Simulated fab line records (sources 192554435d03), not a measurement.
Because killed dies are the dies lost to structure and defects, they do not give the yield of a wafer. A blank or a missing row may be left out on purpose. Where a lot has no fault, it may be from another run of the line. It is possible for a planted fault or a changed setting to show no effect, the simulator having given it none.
Chamber matching	flow n5_finfet	N5_FIN_SAQP_MANDREL_ETCH_58 on rie_si-03 has 4 sister chambers
The step etches a-Si in HBr/Cl2, stops on SiNx, target depth 45 nm, bt time 10 s, time 27 s. 4 wafers are shown with their chamber, then 8 later ones without.

== WAFERS, EACH WITH ITS CHAMBER ==
wafer	chamber	throttle_valve_pct (%)
L089.6	2	34.6
L092.4	3	35.4
L092.6	0	35.9
L093.1	1	35.8

== WAFERS WITH NO CHAMBER GIVEN ==
wafer	throttle_valve_pct (%)
L093.3	35.9
L093.5	34.6
L094.1	35.5
L094.2	34.6
L094.5	35.5
L095.2	35.5
L095.3	34.6
L095.5	35.8

== WHICH CHAMBER EACH WENT THROUGH ==
wafer	from the rows above	in truth
L093.3	can't be placed: 0 or 1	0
L093.5	2	2
L094.1	3	3
L094.2	2	2
L094.5	3	3
L095.2	3	3
L095.3	2	2
L095.5	can't be placed: 1 or 0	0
Placed correctly: 6 of 8. From these rows, 2 cannot be placed; in 2 the true chamber is one of the candidates. 0 placed wrongly.
How it was worked out, from the rows above alone: a wafer's distance from a chamber is the root of the sum, over the readings, of the square of ((its reading less the chamber's mean) divided by the reading's scatter). If the next closest chamber is less than 2 further off than the closest, the wafer can't be placed; otherwise it belongs to the closest. Each chamber's mean is taken over the wafers shown for it. The scatter: root of mean squared gap, hidden wafer to nearest shown wafer, with one shown wafer a chamber.
